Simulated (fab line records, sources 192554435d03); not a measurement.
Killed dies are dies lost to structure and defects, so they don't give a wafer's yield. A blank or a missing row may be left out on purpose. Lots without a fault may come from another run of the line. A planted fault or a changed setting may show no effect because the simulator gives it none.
Which tool did it? | flow n5_finfet | 9 lots, 24 wafers sampled, at 5 steps of a route of 1938

WHAT THE GAUGES READ, wafer by wafer
N5_BEOL_M4_RC_MEAS_101. Usual: DIBL_N 36.1 mV/V, standard deviation 1.5; DIBL_P 36.1 mV/V, standard deviation 1.9; IOFF_N 0.159 nA/um, standard deviation 0.029; IOFF_P 0.21 nA/um, standard deviation 0.038; ION_N 675 uA/um, standard deviation 11; ION_P 464 uA/um, standard deviation 8.1; SS_N 71.5 mV/dec, standard deviation 0.57; SS_P 73.3 mV/dec, standard deviation 0.64; VT_N 249 mV, standard deviation 3.1; VT_P -250 mV, standard deviation 3.8.
lot  | measured     | on        | DIBL_N (mV/V)  | DIBL_P (mV/V)  | IOFF_N (nA/um)    | IOFF_P (nA/um) | ION_N (uA/um) | ION_P (uA/um) | SS_N (mV/dec)  | SS_P (mV/dec)  | VT_N (mV)   | VT_P (mV)      | flag
L954 | day 8 09:32  | prober-01 | 37.8 35.9 36.7 | 37.3 34.2 36.4 | 0.161 0.137 0.148 | 0.24 0.19 0.22 | 666 672 654   | 464 462 454   | 71.8 72.3 71.5 | 73.8 72.5 73.3 | 249 250 253 | -246 -249 -247 |
L955 | day 9 00:53  | prober-02 | 34.6 36.3 35.7 | 34.7 36.2 35.8 | 0.141 0.157 0.162 | 0.19 0.21 0.21 | 683 676 677   | 467 466 469   | 70.9 72.1 71.3 | 72.6 73.3 72.5 | 250 249 249 | -252 -250 -249 |
L958 | day 9 09:17  | prober-01 | 41.1 36.9 38.0 | 40.4 36.6 37.7 | 0.279 0.175 0.186 | 0.29 0.21 0.23 | 694 679 684   | 470 460 465   | 72.1 71.8 72.0 | 74.6 73.2 74.4 | 245 249 247 | -248 -252 -251 |
L962 | day 10 11:20 | prober-01 | 36.3 37.4      | 36.1 37.4      | 0.173 0.209       | 0.26 0.29      | 686 695       | 468 477       | 70.9 72.2      | 73.7 74.1      | 246 245     | -244 -241      |
L965 | day 11 09:25 | prober-02 | 36.8 37.0      | 35.6 36.4      | 0.172 0.184       | 0.18 0.19      | 677 686       | 454 452       | 71.0 71.6      | 73.2 74.3      | 248 245     | -253 -254      |
L970 | day 12 12:51 | prober-01 | 36.9 36.9 36.4 | 39.4 39.2 38.2 | 0.195 0.187 0.174 | 0.25 0.23 0.22 | 675 673 671   | 465 463 462   | 71.8 72.0 72.4 | 74.3 74.5 74.7 | 247 249 250 | -247 -252 -248 |
L971 | day 12 17:18 | prober-01 | 37.1 36.9 38.5 | 36.9 37.2 39.3 | 0.177 0.184 0.213 | 0.26 0.28 0.31 | 686 691 702   | 476 481 479   | 72.1 71.4 72.2 | 73.8 73.1 73.5 | 245 248 244 | -245 -241 -241 |
L972 | day 13 12:38 | prober-02 | 35.6 34.5      | 36.6 34.6      | 0.159 0.131       | 0.20 0.17      | 674 664       | 456 456       | 71.3 71.1      | 72.6 73.1      | 247 252     | -252 -255      |
L974 | day 14 09:27 | prober-01 | 36.2 36.6 34.8 | 36.8 36.4 36.0 | 0.181 0.180 0.168 | 0.23 0.23 0.23 | 684 680 686   | 469 468 473   | 71.1 70.9 71.5 | 73.3 72.5 73.6 | 247 246 244 | -247 -248 -247 |

WHICH TOOL RAN EACH LOT (tool, then ch and the chambers of the sampled wafers, then the start)
lot  | N5_BEOL_M4_DESCUM_33              | N5_BEOL_M4_ETCHBACK_99             | N5_BEOL_M4_VIA_ETCH_34             | N5_BEOL_M4_ETCH_41
L954 | rie_diel-02 ch 0,3, day 8 02:03   | rie_diel-01 ch 0,1, day 8 05:01    | rie_diel-01 ch 0,1, day 8 05:10    | rie_diel-01 ch 0,1, day 8 09:32 or earlier
L955 | rie_diel-06 ch 1,2,3, day 8 14:00 | rie_diel-02 ch 0,1,2, day 8 20:28  | rie_diel-02 ch 0,1,2, day 8 20:37  | rie_diel-02 ch 0,1,2, day 9 00:53 or earlier
L958 | rie_diel-02 ch 0,2, day 9 03:44   | rie_diel-02 ch 1,2,3, day 9 04:10  | rie_diel-02 ch 1,2,3, day 9 04:19  | rie_diel-02 ch 1,2,3, day 9 09:17 or earlier
L962 | rie_diel-02 ch 2,3, day 10 04:35  | rie_diel-02 ch 2,3, day 10 06:00   | rie_diel-02 ch 2,3, day 10 06:09   | rie_diel-02 ch 2,3, day 10 11:20 or earlier
L965 | rie_diel-01 ch 1,3, day 11 03:15  | rie_diel-02 ch 0,1, day 11 04:29   | rie_diel-02 ch 0,1, day 11 04:37   | rie_diel-02 ch 0,1, day 11 09:25 or earlier
L970 | rie_diel-02 ch 0,3, day 12 07:43  | rie_diel-01 ch 0,3, day 12 08:16   | rie_diel-01 ch 0,3, day 12 08:24   | rie_diel-01 ch 0,3, day 12 12:51 or earlier
L971 | rie_diel-06 ch 0,1, day 12 11:16  | rie_diel-01 ch 0,2,3, day 12 11:44 | rie_diel-01 ch 0,2,3, day 12 11:53 | rie_diel-01 ch 0,2,3, day 12 17:18 or earlier
L972 | rie_diel-06 ch 0,2, day 12 17:08  | rie_diel-01 ch 2,3, day 13 08:38   | rie_diel-01 ch 2,3, day 13 08:46   | rie_diel-01 ch 2,3, day 13 12:38 or earlier
L974 | rie_diel-02 ch 0,3, day 13 21:29  | rie_diel-06 ch 2,3, day 14 04:52   | rie_diel-06 ch 2,3, day 14 05:01   | rie_diel-06 ch 2,3, day 14 09:27 or earlier
- N5_BEOL_M4_DESCUM_33: chemistry O2, time 7 s.
- N5_BEOL_M4_ETCHBACK_99: etches SiO2 in CHF3, target depth 5 nm, time 10.4 s.
- N5_BEOL_M4_VIA_ETCH_34: etches the open film in C4F6/O2, target depth 69.4 nm, time 65.9 s.
- N5_BEOL_M4_ETCH_41: etches SiCN in CH3F/O2, target depth 29.9 nm, time 52.5 s.

WHAT THE TOOLS THEMSELVES READ (means of the sampled wafers that have a number; where no wafer has one, the mark that the record gives instead)
N5_BEOL_M4_DESCUM_33. Usual: drypump_motor_current_A 5.6 A, standard deviation 0.52; o2_flow_sccm 224.9 sccm, standard deviation 0.66; oes_product_au 0.82 a.u., standard deviation 0.047; rf_vpp_V 243.6 V, standard deviation 1.6; showerhead_plenum_p_Torr 2.12 Torr, standard deviation 0.087; throttle_valve_pct 20.39 %, standard deviation 0.18.
lot  | tool        | drypump_motor_current_A (A) | o2_flow_sccm (sccm) | oes_product_au (a.u.) | rf_vpp_V (V) | showerhead_plenum_p_Torr (Torr) | throttle_valve_pct (%) | flag
L954 | rie_diel-02 | 5.5                         | 225.0               | 0.85                  | 243.7        | 2.09                            | 20.16                  |
L955 | rie_diel-06 | 5.8                         | 225.0               | 0.85                  | 244.4        | 2.14                            | 20.43                  |
L958 | rie_diel-02 | 5.7                         | 225.3               | 0.82                  | 244.0        | 2.19                            | 20.32                  |
L962 | rie_diel-02 | 5.2                         | 224.6               | 0.80                  | 243.3        | 2.12                            | 20.50                  |
L965 | rie_diel-01 | 5.5                         | 224.2               | 0.75                  | 241.5        | 2.04                            | 20.51                  |
L970 | rie_diel-02 | 5.4                         | 224.9               | 0.80                  | 243.8        | 2.08                            | 20.23                  |
L971 | rie_diel-06 | 5.8                         | 224.9               | 0.81                  | 243.7        | 2.16                            | 20.56                  |
L972 | rie_diel-06 | 5.3                         | 225.2               | 0.84                  | 244.9        | 2.22                            | 20.56                  |
L974 | rie_diel-02 | 5.1                         | 225.1               | 0.78                  | 243.2        | 2.04                            | 20.42                  |

N5_BEOL_M4_ETCHBACK_99. Usual: CHF3_flow_sccm 12.00 sccm, standard deviation 0.04; drypump_motor_current_A 5.7 A, standard deviation 0.49; oes_product_au 0.81 a.u., standard deviation 0.074; rf_vpp_V 239.9 V, standard deviation 2.3; showerhead_plenum_p_Torr 2.14 Torr, standard deviation 0.08; throttle_valve_pct 17.03 %, standard deviation 0.17.
lot  | tool        | CHF3_flow_sccm (sccm) | drypump_motor_current_A (A) | oes_product_au (a.u.) | rf_vpp_V (V) | showerhead_plenum_p_Torr (Torr) | throttle_valve_pct (%) | flag
L954 | rie_diel-01 | 12.00                 | 5.8                         | 0.70                  | 238.8        | 2.07                            | 17.29                  |
L955 | rie_diel-02 | 11.98                 | 5.7                         | 0.83                  | 239.1        | 2.21                            | 16.81                  |
L958 | rie_diel-02 | 11.97                 | 5.3                         | 0.81                  | 238.6        | 2.16                            | 16.93                  |
L962 | rie_diel-02 | 12.02                 | 5.2                         | 0.80                  | 238.1        | 2.17                            | 17.02                  |
L965 | rie_diel-02 | 11.96                 | 5.7                         | 0.81                  | 237.2        | 2.17                            | 16.81                  |
L970 | rie_diel-01 | 12.02                 | 5.8                         | 0.86                  | 241.6        | 2.15                            | 17.02                  |
L971 | rie_diel-01 | 12.01                 | 6.1                         | 0.88                  | 239.6        | 2.16                            | 16.96                  |
L972 | rie_diel-01 | 12.00                 | 6.1                         | 0.82                  | 238.9        | 2.08                            | 16.98                  |
L974 | rie_diel-06 | 11.98                 | 5.3                         | 0.82                  | 243.7        | 2.26                            | 17.13                  |

N5_BEOL_M4_VIA_ETCH_34. Usual: drypump_motor_current_A 5.7 A, standard deviation 0.49; oes_product_au 0.81 a.u., standard deviation 0.075; rf_vpp_V 663 V, standard deviation 5.7; showerhead_plenum_p_Torr 2.83 Torr, standard deviation 0.1; throttle_valve_pct 30.65 %, standard deviation 0.16.
lot  | tool        | drypump_motor_current_A (A) | oes_product_au (a.u.) | rf_vpp_V (V) | showerhead_plenum_p_Torr (Torr) | throttle_valve_pct (%) | flag
L954 | rie_diel-01 | 5.8                         | 0.71                  | 659          | 2.74                            | 30.90                  |
L955 | rie_diel-02 | 5.7                         | 0.83                  | 658          | 2.91                            | 30.50                  |
L958 | rie_diel-02 | 5.4                         | 0.82                  | 660          | 2.86                            | 30.54                  |
L962 | rie_diel-02 | 5.2                         | 0.69                  | 658          | 2.86                            | 30.61                  |
L965 | rie_diel-02 | 5.7                         | 0.70                  | 660          | 2.87                            | 30.45                  |
L970 | rie_diel-01 | 5.8                         | 0.86                  | 667          | 2.85                            | 30.65                  |
L971 | rie_diel-01 | 6.1                         | 0.88                  | 664          | 2.85                            | 30.62                  |
L972 | rie_diel-01 | 6.1                         | 0.83                  | 662          | 2.75                            | 30.55                  |
L974 | rie_diel-06 | 5.3                         | 0.82                  | 674          | 2.98                            | 30.87                  |

N5_BEOL_M4_ETCH_41. Usual: drypump_motor_current_A 5.7 A, standard deviation 0.49; oes_product_au 0.81 a.u., standard deviation 0.075; rf_vpp_V 297.2 V, standard deviation 1.7; showerhead_plenum_p_Torr 1.99 Torr, standard deviation 0.075; throttle_valve_pct 16.28 %, standard deviation 0.18.
lot  | tool        | drypump_motor_current_A (A) | oes_product_au (a.u.) | rf_vpp_V (V) | showerhead_plenum_p_Torr (Torr) | throttle_valve_pct (%) | flag
L954 | rie_diel-01 | 5.8                         | 0.71                  | 295.8        | 1.93                            | 16.55                  |
L955 | rie_diel-02 | 5.7                         | 0.83                  | 298.4        | 2.05                            | 16.06                  |
L958 | rie_diel-02 | 5.3                         | 0.81                  | 298.4        | 2.01                            | 16.17                  |
L962 | rie_diel-02 | 5.2                         | 0.80                  | 298.8        | 2.02                            | 16.29                  |
L965 | rie_diel-02 | 5.7                         | 0.81                  | 297.6        | 2.02                            | 16.05                  |
L970 | rie_diel-01 | 5.8                         | 0.86                  | 297.4        | 2.00                            | 16.29                  |
L971 | rie_diel-01 | 6.1                         | 0.88                  | 297.0        | 2.01                            | 16.19                  |
L972 | rie_diel-01 | 6.1                         | 0.83                  | 296.2        | 1.94                            | 16.24                  |
L974 | rie_diel-06 | 5.4                         | 0.82                  | 299.8        | 2.10                            | 16.38                  |

THE ANSWER, worked out from the rows above alone
Rule: a lot is off if the mean of its wafers that have a number lies more than 3 standard deviations from the usual mean. A lot without any number at a reading at which 4 lots or more have one is off too. The other lots that the step has rows for count as sound. The gauges are gone through in route order, then the tools' own readings, and for those a lot's mean is taken as printed above. The first step at which some lot is off is used, and at that step the reading that is off furthest; a lot without a number counts as furthest.
No lot is off at any reading shown: from this, nothing can be told.

WHAT THE SIMULATOR HAD PUT IN
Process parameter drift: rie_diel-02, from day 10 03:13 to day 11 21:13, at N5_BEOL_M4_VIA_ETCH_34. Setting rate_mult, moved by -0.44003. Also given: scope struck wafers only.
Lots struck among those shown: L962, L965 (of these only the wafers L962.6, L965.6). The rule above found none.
